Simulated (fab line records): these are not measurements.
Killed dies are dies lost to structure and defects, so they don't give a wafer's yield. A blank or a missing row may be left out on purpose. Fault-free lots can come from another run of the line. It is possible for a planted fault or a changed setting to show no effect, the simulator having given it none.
Matching of chambers ; flow n5Finfet ; N5_BEOL_M5_DESCUM_16 on rieDiel-03 has 4 sister chambers
The step chemistry O2, time 7 s. 8 wafers are shown with their chamber, then 8 later ones without.

WAFERS, EACH WITH ITS CHAMBER
wafer;chamber;drypumpMotorCurrentA (A);showerheadPlenumPTorr (Torr)
L076.6;1;5.1;2.05
L080.3;2;5.8;2.06
L083.2;2;5.9;2.05
L083.4;0;5.4;2.18
L086.1;3;5.2;1.99
L086.3;0;5.4;2.18
L086.5;3;5.2;1.99
L089.1;1;5.1;2.04

WAFERS WHOSE CHAMBER IS MISSING
wafer;drypumpMotorCurrentA (A);showerheadPlenumPTorr (Torr)
L089.4;5.9;2.05
L089.6;5.2;1.99
L096.1;5.2;1.98
L096.2;5.8;2.05
L096.6;5.4;2.17
L097.1;5.1;2.04
L097.3;5.4;2.17
L097.5;5.2;1.98

CHAMBER TAKEN BY EACH
wafer;from the rows above;in truth
L089.4;2;2
L089.6;3;3
L096.1;3;3
L096.2;2;2
L096.6;0;0
L097.1;1;1
L097.3;0;0
L097.5;3;3
8 of 8 placed correctly. Can't be placed from these rows: 0. Placed wrongly: 0.
How it was worked out, from the rows above alone: a wafer's distance from a chamber is the root of the sum, over the readings, of the square of ((its reading less the chamber's mean) divided by the reading's scatter). If the next closest chamber is less than 2 further off than the closest, the wafer can't be placed; otherwise it belongs to the closest. The mean given for a chamber averages the wafers shown for that chamber. The scatter: the root of (the sum of the squares of (reading less its chamber's mean) over the shown wafers, divided by (wafers less chambers)).
